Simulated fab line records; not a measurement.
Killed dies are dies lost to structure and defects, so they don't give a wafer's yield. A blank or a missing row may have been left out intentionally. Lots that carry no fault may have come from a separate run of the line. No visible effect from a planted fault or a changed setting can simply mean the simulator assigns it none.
fab line records + flow n5_finfet
record:
- lots: 4
- wafers: 12
- last_day: 20
route steps=1938 shown BEOL_M13@1684 BEOL_M14@1716 BEOL_M15@1830 PASSIVATION@1936
lots that met no fault: taken from a fault-free run of the same line
start_h: hours from the record's opening day to when the first of the lot's shown wafers began + wait_h: hours elapsed since this lot's preceding step + " unchanged from the row above + L1.1+2: several wafers, shown together as one row + - no value, or no start given + * or withheld: withheld + < > ~ a bound
route shown NAME@n: a module of which the file shows steps, and the number in the route of the first + usual: average and standard deviation across the fault-free wafers + same: alike in all rows + chamber/n: place in a boat + sites: readings site by site + _std_site: standard deviation across them + _edge_site: outer sites' mean less inner sites' + radius_mm: for every site, how far away it sits from the centre of the wafer + mask NAME#n: copy n + behind: the tool/chamber that last shaped the wafer + hold: the reason the lot was held/the length of the hold in hours/how it ended + device: the n, p or np transistor that did not switch + end of line: the route-end tests of the same wafers + a step with no rows: only its recipe + killed: dies lost to structure and defects at the first sort, not the wafer's yield + map: a wafer's dies, x killed, . not, _ none there
set.NAME: setting as actually run; set.NAME@STEP: the setting as run at that earlier step + model.NAME: the simulator's own value behind a step, which no gauge read
certain route steps with their lots: each step a table, each wafer a row
services: from which hour (start_h, from the record's first day; less than 0 if before it) a tool's chamber was out of use, for how many hours, and why
== steps ==
step: N5_BEOL_M13_SOFTBAKE_23
recipe:
- temp_c: 130
- time_s: 60
step: N5_BEOL_M13_EXPOSE_25
recipe:
- mask_id: M13
- na: 0.93
- source_shape: conventional
- sigma_outer: 0.4
- polarization: unpolarized
- target_cd_nm: 210
- dose_mj: 22
step: N5_BEOL_M13_PEB_26
recipe:
- peb_temp_c: 130
- peb_time_s: 90
step: N5_BEOL_M13_DEVELOP_27
recipe:
- develop_time_s: 45
- rinse_liquid: diw
- dry: air_spin
- dev_temp_c: 21
step: N5_BEOL_M13_HARDBAKE_32
recipe:
- temp_c: 130
- time_s: 120
step: N5_BEOL_M13_DESCUM_33
recipe:
- chemistry: O2
- time_s: 7.9
- source_power_w: 50
- bias_power_w: 20
- pressure_mtorr: 20
- rf_frequency_hz: 2.712e+07
- temp_c: 40
- o2_flow_sccm: 225
step: N5_BEOL_M13_ETCH_67
recipe:
- chemistry: CF4
- target: SiARC
- target_depth_a: 1430
- time_s: 238.3
- ion_energy_ev: 80
- pressure_mtorr: 40
- source_w: 545
- bias_w: 36
- Ar_flow_sccm: 100
- cf4_flow_sccm: 100
- ends: cleared
step: N5_BEOL_M13_ETCH_68
recipe:
- chemistry: N2/H2
- target: SOC
- mask_material: SiARC
- source_w: 3000
- bias_w: 350
- temp_c: 40
- time_s: 355
- ion_energy_ev: 200
- pressure_mtorr: 30
- n2_flow_sccm: 200
- h2_flow_sccm: 200
step: N5_BEOL_M13_STRIP_69
recipe:
- chemistry: N2/H2
- temp_c: 40
- n2_flow_sccm: 200
- h2_flow_sccm: 200
- rf_frequency_hz: 6e+07
step: N5_BEOL_M13_TRENCH_ETCH_34
recipe:
- chemistry: C4F8/O2/Ar
- target: SiOC
- target_depth_a: 4134.7
- mask_material: SOC
- pressure_mtorr: 30
- source_w: 3000
- bias_w: 700
- Ar_flow_sccm: 400
- C4F8_flow_sccm: 15
- O2_flow_sccm: 8
- he_inner_torr: 15
- he_outer_torr: 30
- time_s: 162.6
- ion_energy_ev: 250
usual:
- C4F8_flow_sccm: 15.00/0.044
- O2_flow_sccm: 7.999/0.026
- drypump_motor_current_A: 5.7/0.36
- oes_product_au: 0.80/0.084
- rf_fwd_power_W: 2989/9.8
- rf_vpp_V: 665/3.9
- showerhead_plenum_p_Torr: 3.41/0.12
- throttle_valve_pct: 24.12/0.22
| lot.wafer | tool        | chamber | start_h | wait_h | C4F8_flow_sccm | O2_flow_sccm | drypump_motor_current_A | oes_product_au | rf_fwd_power_W | rf_hours_counter_h | rf_vpp_V | showerhead_plenum_p_Torr | throttle_valve_pct | model.etch.depth_nm |
|-----------|-------------|---------|---------|--------|----------------|--------------|-------------------------|----------------|----------------|--------------------|----------|--------------------------|--------------------|---------------------|
| L307.1    | rie_diel-02 | 0       | 309.05  | 0.0    | 15.08          | 7.995        | 5.8                     | 0.96           | 2999           | 20                 | 664      | 3.39                     | 24.40              | 428.5               |
| L307.2    | "           | 2       | "       | "      | 15.04          | 8.005        | 5.7                     | 0.73           | 2991           | 177                | 658      | 3.16                     | 24.35              | 405.2               |
| L307.5    | "           | 2       | "       | "      | 14.94          | 8.019        | 5.7                     | 0.74           | 2994           | -                  | 657      | 3.17                     | 24.35              | 408.2               |
| L326.2    | rie_diel-02 | 0       | 423.86  | 0.0    | 15.00          | 7.978        | 5.7                     | 0.88           | -              | 55                 | 663      | 3.37                     | 24.45              | 389                 |
| L326.3    | "           | 3       | "       | "      | 14.95          | 8.006        | 5.9                     | 0.69           | 2996           | 245                | 665      | 3.47                     | 24.10              | 414.2               |
| L326.4    | "           | 1       | "       | "      | 14.95          | 7.980        | 5.4                     | 0.71           | 2995           | 199                | 661      | 3.28                     | 24.13              | 408                 |
| L327.1    | rie_diel-02 | 3       | 430.17  | 0.0    | 15.02          | 7.975        | 5.9                     | 0.69           | 2997           | 248                | 667      | 3.47                     | 24.10              | 408.9               |
| L327.5    | "           | 0       | "       | "      | 15.03          | 7.995        | 5.8                     | 0.88           | -              | -                  | 663      | 3.37                     | 24.44              | 388.1               |
| L327.6    | "           | 1       | "       | "      | 15.06          | 8.011        | 5.4                     | 0.71           | 3004           | -                  | 662      | 3.28                     | 24.13              | 407                 |
| L330.3    | rie_diel-03 | 2       | 443.01  | 0.0    | 14.96          | 7.937        | 6.2                     | 0.77           | 2998           | 144                | 669      | 3.51                     | 23.94              | 415.2               |
| L330.5    | "           | 3       | "       | "      | 14.97          | 7.984        | 5.2                     | 0.81           | 2979           | -                  | 669      | 3.60                     | 24.29              | 414.8               |
| L330.6    | "           | 0       | "       | "      | 15.00          | 8.007        | 6.2                     | 0.74           | 2999           | -                  | 665      | 3.36                     | 23.76              | 429.8               |
step: N5_BEOL_M13_STRIP_70
recipe:
- chemistry: C4F8/O2/Ar
- resist: SiARC
- rf_frequency_hz: 6e+07
step: N5_BEOL_M13_OCD_MEAS_35
usual:
- trench_depth_nm: 416/7.2
| lot.wafer | tool   | chamber | start_h | wait_h | trench_depth_nm |
|-----------|--------|---------|---------|--------|-----------------|
| L307.1    | ocd-02 | -       | 309.23  | 0.0    | 429             |
| L307.2    | "      | -       | "       | "      | 405             |
| L307.5    | "      | -       | "       | "      | 408             |
| L326.2    | ocd-01 | -       | 424.04  | 0.0    | 390             |
| L326.3    | "      | -       | "       | "      | 414             |
| L326.4    | "      | -       | "       | "      | 408             |
| L327.1    | ocd-01 | -       | 430.34  | 0.0    | 409             |
| L327.5    | "      | -       | "       | "      | 389             |
| L327.6    | "      | -       | "       | "      | 407             |
| L330.3    | ocd-02 | -       | 443.19  | 0.0    | 415             |
| L330.5    | "      | -       | "       | "      | 415             |
| L330.6    | "      | -       | "       | "      | 430             |
step: N5_BEOL_M13_STRIP_37
recipe:
- chemistry: N2/H2
- power_w: 1000
- temp_c: 250
- h2_frac: 0.65
- overash_fraction: 0.3
- pressure_mtorr: withheld
- n2_flow_sccm: 1750
- h2_flow_sccm: 3250
step: N5_BEOL_M13_ETCH_38
recipe:
- chemistry: CF4/N2
- target: SiCN
- target_depth_a: 675
- taper_deg: 2
- time_s: 71.9
- ion_energy_ev: 150
- mask_material: SiO2
- pressure_mtorr: 40
- source_w: 430
- bias_w: 70
- Ar_flow_sccm: 100
- cf4_flow_sccm: 60
- n2_flow_sccm: 60
step: N5_BEOL_M13_PRECLEAN_39
recipe:
- chemistry: residue_remover
- time_s: 60
- temp_c: 40
step: N5_BEOL_M13_SRD_40
recipe:
- time_s: 30
- temp_c: 23
- rinse_liquid: diw
- dry: n2_spin
- spin_rpm: 1500
- dry_time_s: 30
step: N5_BEOL_M13_DEGAS_41
recipe:
- ambient: vacuum
- temp_c: 250
- time_s: 60
step: N5_BEOL_M13_PRE_CLEAN_42
recipe:
- gas: H2/He
- time_s: 30
- temp_c: 250
step: N5_BEOL_M13_SPUTTER_43
recipe:
- material: TaN
- target_thk_a: 150
- temp_c: 50
- bias_v: 168.6
- power_w: 15000
- chamber_pressure_pa: 0.12
- time_s: 24.19
step: N5_BEOL_M13_SPUTTER_44
recipe:
- material: Ta
- target_thk_a: 100
- temp_c: 50
- bias_v: 80
- power_w: 15000
- chamber_pressure_pa: 0.07
- time_s: 16.13
step: N5_BEOL_M13_SPUTTER_45
recipe:
- material: Cu
- target_thk_a: 800
- temp_c: -20
- bias_v: 60
- power_w: 26000
- chamber_pressure_pa: 0.13
- time_s: 13.33
step: N5_BEOL_M13_ECD_47
recipe:
- material: Cu
- target_thk_a: 9360
step: N5_BEOL_M13_ANNEAL_48
recipe:
- temp_c: 225
- time_s: 90
- ambient: N2
step: N5_BEOL_M13_CMP_49
recipe:
- stop_on: SiOC
- t_overpolish_s: 17.1
- down_force_psi: 1
- platen_rpm: 50
- clearing_platen_down_force_psi: 1.5
- clearing_platen_rpm: 50
- post_cmp_clean: cu_alkaline
- target_thk_nm: 420
- clearing_platen_pad_velocity_m_s: 0.99484
- pad_velocity_m_s: 0.99484
usual:
- barrier_field_endpoint_s: 30.4/0.89
- motor_current_A: 6.3/0.51
- overpolish_run_s: 17.100/0.0085
- slurry_filter_dp_kPa: 13.51/0.13
| lot.wafer | tool   | chamber | start_h | wait_h | barrier_field_endpoint_s | motor_current_A | overpolish_run_s | slurry_filter_dp_kPa | model.Cu_of_BEOL_M13_ECD_47.thk_nm |
|-----------|--------|---------|---------|--------|--------------------------|-----------------|------------------|----------------------|------------------------------------|
| L307.1    | cmp-01 | 3       | 311.98  | 0.3    | 30.3                     | 7.1             | 17.104           | 13.37                | 435.2                              |
| L307.2    | "      | 2       | "       | "      | 30.3                     | 5.2             | 17.107           | 13.31                | 410.6                              |
| L307.5    | "      | 3       | "       | "      | 29.9                     | 6.7             | 17.086           | 13.68                | 412.6                              |
| L326.4    | cmp-01 | 0       | 426.22  | 0.1    | 31.4                     | 6.5             | 17.095           | 13.61                | 415.4                              |
| L326.3    | "      | 2       | "       | "      | 30.6                     | 5.2             | 17.092           | 13.59                | 422.8                              |
| L326.2    | "      | 3       | "       | "      | 31.8                     | 6.7             | 17.089           | 13.52                | 396.8                              |
| L327.1    | cmp-01 | 3       | 432.31  | 0.3    | 30.5                     | 6.9             | 17.094           | 13.52                | 416.8                              |
| L327.5    | "      | 3       | "       | "      | 31.1                     | 6.9             | 17.108           | 13.53                | 396                                |
| L327.6    | "      | 0       | "       | "      | 30.1                     | 6.2             | 17.097           | 13.63                | 415.2                              |
| L330.3    | cmp-01 | 3       | 450.48  | 0.2    | 30.5                     | 6.9             | 17.105           | 13.46                | 421.6                              |
| L330.6    | "      | 1       | "       | "      | 29.9                     | 6.8             | 17.095           | 13.38                | 434.8                              |
| L330.5    | "      | 2       | "       | "      | 30.9                     | 5.3             | 17.106           | 13.46                | 422                                |
step: N5_BEOL_M13_THK_MEAS_50
recipe:
- thk_meas_gauge: xrf
- reads: Cu_of_BEOL_M13_ECD_47
usual:
- M13_THK: 433/7.8
| lot.wafer | tool          | chamber | start_h | wait_h | M13_THK[nm] |
|-----------|---------------|---------|---------|--------|-------------|
| L307.1    | film_metro-01 | -       | 312.27  | -      | 442         |
| L307.2    | "             | -       | "       | "      | 420         |
| L307.5    | "             | -       | "       | "      | 421         |
| L326.2    | film_metro-01 | -       | 426.51  | -      | 410         |
| L326.3    | "             | -       | "       | "      | 436         |
| L326.4    | "             | -       | "       | "      | 429         |
| L327.1    | film_metro-01 | -       | 432.60  | -      | 428         |
| L327.5    | "             | -       | "       | "      | 410         |
| L327.6    | "             | -       | "       | "      | 426         |
| L330.3    | film_metro-02 | -       | 450.70  | -      | 435         |
| L330.5    | "             | -       | "       | "      | 436         |
| L330.6    | "             | -       | "       | "      | 449         |
step: N5_BEOL_M13_PRE_CLEAN_52
recipe:
- gas: NH3
- time_s: 15
- temp_c: withheld
- rf_power_w: 300
step: N5_BEOL_M13_DEP_53
recipe:
- material: SiCN
- target_thk_a: 500
- temp_c: withheld
- precursor: 3MS/NH3
- pressure_torr: 3
- rf_w: 675
- time_s: 17.8
step: N5_BEOL_M13_RS_MEAS_54
recipe:
- thk_meas_gauge: four-point-probe
- reads: Cu_of_BEOL_M13_ECD_47+Ta_of_BEOL_M13_SPUTTER_44+TaN_of_BEOL_M13_SPUTTER_43
usual:
- M13_RS: 0.0447/0.00078
| lot.wafer | tool          | chamber | start_h | wait_h | M13_RS[ohm/sq] |
|-----------|---------------|---------|---------|--------|----------------|
| L307.1    | film_metro-02 | -       | 312.43  | 0.1    | 0.0434         |
| L307.2    | "             | -       | "       | "      | 0.0460         |
| L307.5    | "             | -       | "       | "      | 0.0458         |
| L326.2    | film_metro-02 | -       | 426.64  | 0.1    | 0.0476         |
| L326.3    | "             | -       | "       | "      | 0.0447         |
| L326.4    | "             | -       | "       | "      | 0.0456         |
| L327.1    | film_metro-02 | -       | 432.73  | 0.0    | 0.0453         |
| L327.5    | "             | -       | "       | "      | 0.0478         |
| L327.6    | "             | -       | "       | "      | 0.0456         |
| L330.3    | film_metro-01 | -       | 450.83  | 0.1    | 0.0448         |
| L330.5    | "             | -       | "       | "      | 0.0447         |
| L330.6    | "             | -       | "       | "      | 0.0435         |
step: N5_BEOL_M14_ILD_DEP_00
recipe:
- material: SiO2
- target_thk_a: 11193
- temp_c: 400
- precursor: TEOS/O2
- pressure_torr: 6.5
- rf_w: 900
- teos_flow_sccm: 161.4
- gas: O2
- flow_sccm: 2650
- time_s: 237.4
step: N5_BEOL_M14_COAT_58
recipe:
- resist: BARC
- temp_c: 205
- time_s: 60
- spin_rpm: 1500
- resist_thk_nm: 89
step: N5_BEOL_M14_COAT_04
recipe:
- spin_rpm: 1704
- resist_thk_nm: 800
step: N5_BEOL_M14_EBR_06
recipe:
- solvent: PGMEA
- ebr_width_mm: 1.5
step: N5_BEOL_M14_SOFTBAKE_05
recipe:
- temp_c: 130
- time_s: 60
step: N5_BEOL_M14_EXPOSE_07
recipe:
- mask_id: V13
- na: 0.8
- source_shape: annular
- sigma_inner: 0.5
- sigma_outer: 0.8
- polarization: unpolarized
- attpsm_phase_deg: 180
- dose_mj: 57
step: N5_BEOL_M14_PEB_08
recipe:
- peb_temp_c: 130
- peb_time_s: 90
step: N5_BEOL_M14_DEVELOP_09
recipe:
- develop_time_s: 45
- rinse_liquid: diw
- dry: air_spin
- dev_temp_c: 21
step: N5_BEOL_M14_HARDBAKE_14
recipe:
- temp_c: 130
- time_s: 120
step: N5_BEOL_M15_RC_MEAS_101
usual:
- COMB_M10: 1.49e-11/2.8e-12
- COMB_M11: 1.5e-11/3.2e-12
- COMB_M12: 6.1e-12/1.2e-12
- COMB_M13: 4.8e-12/1e-12
- COMB_M14: 3.3e-12/8.1e-13
- COMB_M15: 2.3e-12/6e-13
- COMB_M5: 3.5e-11/6.3e-12
- COMB_M5_max_site: 5e-11/1e-11
- COMB_M6: 2.6e-11/5.3e-12
- COMB_M7: 2.6e-11/5.1e-12
- COMB_M8: 2.6e-11/5.6e-12
- COMB_M9: 1.38e-11/2.8e-12
- SERP_M10: 3.07/0.099
- SERP_M11: 3.02/0.1
- SERP_M12: 0.632/0.018
- SERP_M13: 0.310/0.0077
- SERP_M14: 0.163/0.0062
- SERP_M5: 38.1/2
- SERP_M6: 13.9/0.69
- SERP_M7: 13.7/0.67
- SERP_M8: 13.6/0.64
- SERP_M9: 2.98/0.1
| lot.wafer | tool      | chamber | start_h | wait_h | COMB_M10[S/m] | COMB_M11[S/m] | COMB_M12[S/m] | COMB_M13[S/m] | COMB_M14[S/m] | COMB_M15[S/m] | COMB_M5[S/m] | COMB_M5_max_site[S/m] | COMB_M6[S/m] | COMB_M7[S/m] | COMB_M8[S/m] | COMB_M9[S/m] | SERP_M10[ohm/um] | SERP_M11[ohm/um] | SERP_M12[ohm/um] | SERP_M13[ohm/um] | SERP_M14[ohm/um] | SERP_M5[ohm/um] | SERP_M6[ohm/um] | SERP_M7[ohm/um] | SERP_M8[ohm/um] | SERP_M9[ohm/um] |
|-----------|-----------|---------|---------|--------|---------------|---------------|---------------|---------------|---------------|---------------|--------------|-----------------------|--------------|--------------|--------------|--------------|------------------|------------------|------------------|------------------|------------------|-----------------|-----------------|-----------------|-----------------|-----------------|
| L307.1    | prober-01 | 0       | 324.61  | 0.0    | 1.84e-11      | 2.3e-11       | 7.2e-12       | 4.9e-12       | 3.4e-12       | 2.5e-12       | 2.7e-11      | 4.9e-11               | 2.7e-11      | 2.5e-11      | 1.7e-11      | 1.54e-11     | 3.09             | 3.14             | 0.617            | 0.299            | 0.171            | 35.5            | 15.3            | 14.3            | 14.8            | 3.04            |
| L307.2    | "         | 0       | "       | "      | 1.65e-11      | 1.6e-11       | 6.4e-12       | 5.6e-12       | 6e-12         | 3e-12         | 3.2e-11      | 4.1e-11               | 2.7e-11      | 3.3e-11      | 1.8e-11      | 1.2e-11      | 3.15             | 3.02             | 0.639            | 0.314            | 0.160            | 35.1            | 14.5            | 13.0            | 14.2            | 3.04            |
| L307.5    | "         | 0       | "       | "      | 1.93e-11      | 1.6e-11       | 4.1e-12       | 5.2e-12       | 3.4e-12       | 3e-12         | 2.9e-11      | 3.9e-11               | 2.7e-11      | 3.3e-11      | 2.1e-11      | 1.27e-11     | 3.07             | 3.12             | 0.601            | 0.323            | 0.160            | 34.1            | 16.1            | 14.1            | 14.3            | 3.13            |
| L326.2    | prober-02 | 0       | 437.70  | 0.2    | 1.88e-11      | 1.7e-11       | 6.6e-12       | 5.4e-12       | 3.4e-12       | 1.3e-12       | 3.7e-11      | 5e-11                 | 1.7e-11      | 2.8e-11      | 1.9e-11      | 2.04e-11     | 3.14             | 3.10             | 0.605            | 0.326            | 0.166            | 38.4            | 13.2            | 13.7            | 13.9            | 3.05            |
| L326.3    | "         | 0       | "       | "      | 1.19e-11      | 1.6e-11       | 5.2e-12       | 6.8e-12       | 3.5e-12       | 2e-12         | 3.2e-11      | 3.8e-11               | 3e-11        | 4.3e-11      | 2.5e-11      | 1.4e-11      | 3.23             | 3.05             | 0.621            | 0.300            | 0.163            | 38.0            | 13.6            | 14.0            | 13.7            | 3.08            |
| L326.4    | "         | 0       | "       | "      | 1.36e-11      | 2e-11         | 6.2e-12       | 5.8e-12       | 3.1e-12       | 2e-12         | 3.4e-11      | 4.4e-11               | 2.1e-11      | 3.2e-11      | 2.3e-11      | 1.63e-11     | 2.94             | 3.08             | 0.601            | 0.310            | 0.160            | 38.7            | 13.3            | 13.9            | 14.1            | 2.92            |
| L327.1    | prober-02 | 0       | 441.91  | 0.0    | 1.13e-11      | 1.3e-11       | 7.2e-12       | 3.4e-12       | 3.2e-12       | 2.3e-12       | 3.8e-11      | 5.9e-11               | 2.6e-11      | 1.9e-11      | 1.8e-11      | 1.28e-11     | 3.22             | 2.92             | 0.616            | 0.317            | 0.156            | 36.5            | 13.6            | 13.3            | 14.0            | 3.14            |
| L327.5    | "         | 0       | "       | "      | 1.6e-11       | 2e-11         | 6.7e-12       | 4.4e-12       | 3.2e-12       | 2.4e-12       | 3.8e-11      | 4.9e-11               | 4.3e-11      | 1.6e-11      | 2.3e-11      | 1.46e-11     | 3.13             | 3.00             | 0.617            | 0.334            | 0.161            | 41.0            | 14.5            | 13.6            | 12.8            | 3.11            |
| L327.6    | "         | 0       | "       | "      | 1.91e-11      | 1.8e-11       | 7.7e-12       | 3e-12         | 4.5e-12       | 2.3e-12       | 3.4e-11      | 5e-11                 | 2.2e-11      | 2.2e-11      | 1.6e-11      | 1.03e-11     | 3.09             | 2.90             | 0.643            | 0.328            | 0.158            | 38.8            | 13.1            | 13.4            | 13.7            | 2.99            |
| L330.3    | prober-01 | 0       | 461.57  | 0.3    | 1.23e-11      | 1.6e-11       | 6.5e-12       | 5.6e-12       | 3.5e-12       | 2.2e-12       | 2.8e-11      | 3.5e-11               | 2.2e-11      | 2.9e-11      | 2.4e-11      | 1.28e-11     | 3.27             | 3.10             | 0.652            | 0.309            | 0.175            | 38.4            | 12.9            | 14.1            | 13.6            | 2.95            |
| L330.5    | "         | 0       | "       | "      | 1.53e-11      | 1.4e-11       | 6.6e-12       | 4.7e-12       | 3.7e-12       | 1.8e-12       | 3.8e-11      | 5.3e-11               | 3.1e-11      | 3.2e-11      | 2.9e-11      | 1.36e-11     | 2.98             | 3.12             | 0.645            | 0.314            | 0.159            | 36.3            | 13.3            | 13.7            | 14.1            | 2.99            |
| L330.6    | "         | 0       | "       | "      | 1.19e-11      | 1.4e-11       | 4.9e-12       | 5e-12         | 3.2e-12       | 2.7e-12       | 2.7e-11      | 3.8e-11               | 2.7e-11      | 2.8e-11      | 1.5e-11      | 1.16e-11     | 3.06             | 3.09             | 0.611            | 0.313            | 0.157            | 41.9            | 12.9            | 13.4            | 13.7            | 2.69            |
sites SERP_M13 radius_mm=0,75,75,75,75,140,140,140,140
L307.1 0.297 0.298 0.299 0.295 0.299 0.299 0.303 0.302 0.300
L326.2 0.326 0.326 0.326 0.326 0.325 0.328 0.328 0.329 0.329
L327.1 0.319 0.316 0.320 0.318 0.317 0.311 0.316 0.314 0.317
L330.3 0.308 0.314 0.309 0.310 0.311 0.310 0.305 0.309 0.309
step: N5_PASSIVATION_PROBE_49
usual:
- defect_limited_yield: 91.4/1.4
- killed_at_M0_to_M3: 34/9.1
- killed_at_M4_up: 14/5.2
- killed_at_contacts: 12/6.4
- killed_at_front_end: 38/11
- killed_at_other: 3.7/2.8
- killed_dies: 102/17
- killed_open: 68/13
- killed_short: 32/7.8
- sort_bin_5_function: 5.1/1
- sort_bin_6_memory: 3.2/0.66
- sort_n_pass: 1076/19
- sort_yield_pct: 91.2/1.6
same:
- gross_dies: 1180
- killed_at_back_side: 0
- sort_bin_4_leakage[%]: 0
- sort_bin_8_speed[%]: 0
| lot.wafer | tool      | chamber | start_h | wait_h | defect_limited_yield[%] | killed_at_M0_to_M3 | killed_at_M4_up | killed_at_contacts | killed_at_front_end | killed_at_other | killed_dies | killed_open | killed_short | sort_bin_5_function[%] | sort_bin_6_memory[%] | sort_n_pass | sort_yield_pct[%] |
|-----------|-----------|---------|---------|--------|-------------------------|--------------------|-----------------|--------------------|---------------------|-----------------|-------------|-------------|--------------|------------------------|----------------------|-------------|-------------------|
| L326.2    | prober-01 | -       | 450.93  | 0.1    | 89.4                    | 45                 | 17              | 20                 | 39                  | 4               | 125         | 77          | 48           | 6.5                    | 3.6                  | 1055        | 89.4              |
| L326.3    | prober-01 | -       | 450.98  | 0.1    | 91.2                    | 48                 | 7               | 12                 | 34                  | 3               | 104         | 59          | 45           | 5.3                    | 3.5                  | 1076        | 91.2              |
| L326.4    | prober-01 | -       | 451.03  | 0.2    | 89.2                    | 42                 | 18              | 13                 | 52                  | 2               | 127         | 88          | 37           | 7.0                    | 3.4                  | 1053        | 89.2              |
| L327.1    | prober-02 | -       | 456.14  | 0.0    | 90.3                    | 36                 | 21              | 8                  | 45                  | 4               | 114         | 69          | 45           | 6.0                    | 3.2                  | 1066        | 90.3              |
| L327.5    | prober-02 | -       | 456.34  | 0.2    | 89.7                    | 40                 | 5               | 21                 | 51                  | 4               | 121         | 87          | 34           | 6.5                    | 3.4                  | 1059        | 89.7              |
| L327.6    | prober-02 | -       | 456.39  | 0.3    | 91.9                    | 35                 | 10              | 11                 | 38                  | 2               | 96          | 61          | 33           | 4.4                    | 3.5                  | 1084        | 91.9              |
| L330.3    | prober-01 | -       | 477.25  | 0.1    | 90.8                    | 40                 | 18              | 17                 | 30                  | 4               | 109         | 81          | 24           | 6.1                    | 3.1                  | 1071        | 90.8              |
| L330.5    | prober-01 | -       | 477.35  | 0.2    | 89.7                    | 34                 | 23              | 28                 | 31                  | 6               | 122         | 81          | 40           | 6.2                    | 3.6                  | 1058        | 89.7              |
| L330.6    | prober-01 | -       | 477.40  | 0.3    | 91.6                    | 33                 | 15              | 11                 | 33                  | 7               | 99          | 68          | 26           | 5.7                    | 2.3                  | 1081        | 91.6              |
killed by level:class
L326.2 FIN_SAQP:geometric_particle:short=15 MOL_CONTACT_COAG:geometric_particle:open=13 BEOL_M3:geometric_particle:open=10 BEOL_M4:geometric_particle:open=8 BEOL_M2:geometric_particle:open=8 MOL_CONTACT_COAG:geometric_particle:short=7 BEOL_M0_SAQP:geometric_particle:open=7 BEOL_M0_SAQP:geometric_particle:short=6
L326.3 BEOL_M0_SAQP:geometric_particle:short=16 MOL_CONTACT_COAG:geometric_particle:open=11 FIN_SAQP:geometric_particle:short=10 BEOL_M3:geometric_particle:open=9 FIN_SAQP:geometric_particle:open=7 BEOL_M0_SAQP:geometric_particle:open=6 BEOL_M1:geometric_particle:open=6 GATE_CUT:geometric_particle:short=5
L326.4 MOL_CONTACT_COAG:geometric_particle:open=13 BEOL_M2:geometric_particle:open=12 DUMMY_GATE:geometric_particle:open=10 FIN_SAQP:geometric_particle:open=9 FIN_SAQP:geometric_particle:short=9 BEOL_M0_SAQP:geometric_particle:open=8 BEOL_M3:geometric_particle:open=8 BEOL_M4:geometric_particle:open=8
L327.1 FIN_SAQP:geometric_particle:short=19 BEOL_M2:geometric_particle:open=16 FIN_SAQP:geometric_particle:open=10 MOL_CONTACT_COAG:geometric_particle:open=7 BEOL_M4:geometric_particle:open=5 BEOL_M0:geometric_particle:open=4 BEOL_M3:geometric_particle:open=4 BEOL_M7:geometric_particle:open=4
L327.5 FIN_SAQP:geometric_particle:open=19 MOL_CONTACT_COAG:geometric_particle:open=17 STI_FIN_REVEAL:geometric_particle:open=12 BEOL_M2:geometric_particle:open=7 BEOL_M3:geometric_particle:open=7 BEOL_M0_SAQP:geometric_particle:short=7 BEOL_M0:geometric_particle:open=7 FIN_SAQP:geometric_particle:short=5
L327.6 BEOL_M2:geometric_particle:open=13 STI_FIN_REVEAL:geometric_particle:open=10 FIN_SAQP:geometric_particle:open=9 FIN_SAQP:geometric_particle:short=7 MOL_CONTACT_COAG:geometric_particle:open=7 STARTING-WAFER:geometric_particle:short=5 BEOL_M0_SAQP:geometric_particle:short=5 MOL_CONTACT_COAG:geometric_particle:short=4
L330.3 MOL_CONTACT_COAG:geometric_particle:open=14 STI_FIN_REVEAL:geometric_particle:open=10 BEOL_M1:geometric_particle:open=9 BEOL_M2:geometric_particle:open=9 BEOL_M4:geometric_particle:open=7 FIN_SAQP:geometric_particle:open=6 BEOL_M0_SAQP:geometric_particle:open=5 BEOL_M0_SAQP:geometric_particle:short=5
L330.5 MOL_CONTACT_COAG:geometric_particle:open=22 BEOL_M3:geometric_particle:open=11 BEOL_M0_SAQP:geometric_particle:short=7 BEOL_M0:geometric_particle:open=7 BEOL_M4:geometric_particle:open=7 STI_FIN_REVEAL:geometric_particle:open=6 MOL_CONTACT_COAG:geometric_particle:short=6 FIN_SAQP:geometric_particle:open=5
L330.6 FIN_SAQP:geometric_particle:open=12 MOL_CONTACT_COAG:geometric_particle:open=9 BEOL_M3:geometric_particle:open=9 BEOL_M0_SAQP:geometric_particle:open=8 STI_FIN_REVEAL:geometric_particle:open=7 BEOL_M0_SAQP:geometric_particle:short=5 BEOL_M1:geometric_particle:open=5 BEOL_M4:geometric_particle:open=5
== services ==
| tool        | chamber | start_h | hours | kind                           |
|-------------|---------|---------|-------|--------------------------------|
| cmp-01      | -       | 286.09  | 2.0   | repair                         |
| rie_diel-03 | 1       | 291.62  | -     | clean                          |
| rie_diel-03 | 1       | 291.62  | -     | consumable_replace:focus_ring  |
| rie_diel-03 | 1       | 291.62  | 13.8  | scheduled_down                 |
| rie_diel-03 | 1       | 291.62  | 13.8  | vent_cycle                     |
| rie_diel-03 | 1       | 329.37  | 6.6   | repair                         |
| rie_diel-03 | 1       | 340.94  | 8.2   | repair                         |
| cmp-01      | -       | 351.23  | 0.9   | repair                         |
| rie_diel-03 | 0       | 353.27  | 4.3   | repair                         |
| rie_diel-02 | 0       | 384.42  | 8.9   | repair                         |
| cmp-01      | -       | 385.15  | 1.7   | repair                         |
| cmp-01      | -       | 392.53  | 4.0   | pm                             |
| cmp-01      | -       | 396.53  | -     | consumable_replace:conditioner |
| cmp-01      | -       | 396.53  | -     | consumable_replace:pad         |
| rie_diel-02 | 1       | 402.36  | 6.6   | repair                         |
| rie_diel-02 | 2       | 408.53  | 8.2   | repair                         |
| cmp-01      | -       | 423.18  | 0.5   | repair                         |
| rie_diel-03 | 1       | 423.86  | 10.7  | repair                         |
| rie_diel-02 | 3       | 433.54  | -     | clean                          |
| rie_diel-02 | 3       | 433.54  | -     | consumable_replace:focus_ring  |
| rie_diel-02 | 3       | 433.54  | 21.6  | scheduled_down                 |
| rie_diel-02 | 3       | 433.54  | 21.6  | vent_cycle                     |
| rie_diel-03 | 2       | 433.58  | 1.2   | repair                         |
== key ==
first_sign:
- step: N5_BEOL_M13_OCD_MEAS_35
- reading: trench_depth_nm
- direction: down
- sigmas: 3.7
- usual: 416
- struck: 389
effect:
- step: N5_BEOL_M13_THK_MEAS_50
- reading: M13_THK
- direction: down
- sigmas: 2.9
- usual: 433
- struck: 410
effect:
- step: N5_BEOL_M13_RS_MEAS_54
- reading: M13_RS
- direction: up
- sigmas: 3.8
- usual: 0.0447
- struck: 0.0477
effect:
- step: N5_BEOL_M15_RC_MEAS_101
- reading: SERP_M13
- direction: up
- sigmas: 2.7
- usual: 0.310
- struck: 0.330
model_effect:
- step: N5_BEOL_M13_TRENCH_ETCH_34
- value: etch.depth_nm
- without: 423.2
- struck: 388.5
model_effect:
- step: N5_BEOL_M13_CMP_49
- value: Cu_of_BEOL_M13_ECD_47.thk_nm
- without: 431.1
- struck: 396.4
met_at N5_BEOL_M13_TRENCH_ETCH_34
struck_wafers L326.2,L327.5
onset_between 309.05 423.86
fault:
- kind: process_parameter_drift
- tool: rie_diel-02
- chamber: 0
- onset_h: 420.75
- steps: N5_BEOL_M13_TRENCH_ETCH_34
- channel: time_s
- offset: *
- shape: step
- end_h: 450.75
- acts_in: *
- stated: *
